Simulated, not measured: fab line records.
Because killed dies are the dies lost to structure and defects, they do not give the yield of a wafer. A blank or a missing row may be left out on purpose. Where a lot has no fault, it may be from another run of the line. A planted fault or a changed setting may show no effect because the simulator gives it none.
Matching of chambers -- flow n5_finfet -- N5_BEOL_M0_SAQP_SPACER1_ALD_98 on ald_sin-03: 4 sister chambers
The step deposits SiO2, target thk 12.8 nm, pulse time 1 s, purge time 2 s. 8 wafers are shown with their chamber, then 7 later ones without.

== WAFERS PAIRED WITH THEIR CHAMBERS ==
wafer,chamber,heater_power_w (W),precursor_pulse_height_rel
L076.4,0,446,0.995
L077.3,1,468,1.035
L078.5,3,550,1.023
L081.1,1,473,1.011
L081.2,2,464,1.013
L081.5,0,459,1.006
L085.2,3,566,0.997
L085.4,2,473,0.979

== WAFERS WHOSE CHAMBER IS MISSING ==
wafer,heater_power_w (W),precursor_pulse_height_rel
L085.6,556,1.007
L093.1,475,1.028
L093.4,566,0.949
L093.6,476,1.011
L097.2,456,1.004
L097.3,462,1.010
L097.4,556,1.018

== WHICH CHAMBER EACH WENT THROUGH ==
wafer,from the rows above,in truth
L085.6,3,3
L093.1,can't be placed: 1 or 2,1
L093.4,3,3
L093.6,can't be placed: 1 or 2 or 0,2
L097.2,can't be placed: 0 or 2 or 1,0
L097.3,can't be placed: 2 or 1 or 0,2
L097.4,3,3
Placed correctly: 3 of 7. From these rows, 4 cannot be placed; in 4 the true chamber is one of the candidates. Placed wrongly: 0.
How it was worked out, from the rows above alone: a wafer's distance from a chamber is the root of the sum, over the readings, of the square of ((its reading less the chamber's mean) divided by the reading's scatter). If the next closest chamber is less than 2 further off than the closest, the wafer can't be placed; otherwise it belongs to the closest. Each chamber's mean is taken over the wafers shown for it. The scatter is the square root of a quotient: the sum, over the shown wafers, of each reading's squared deviation from its chamber's mean, divided by wafers minus chambers.
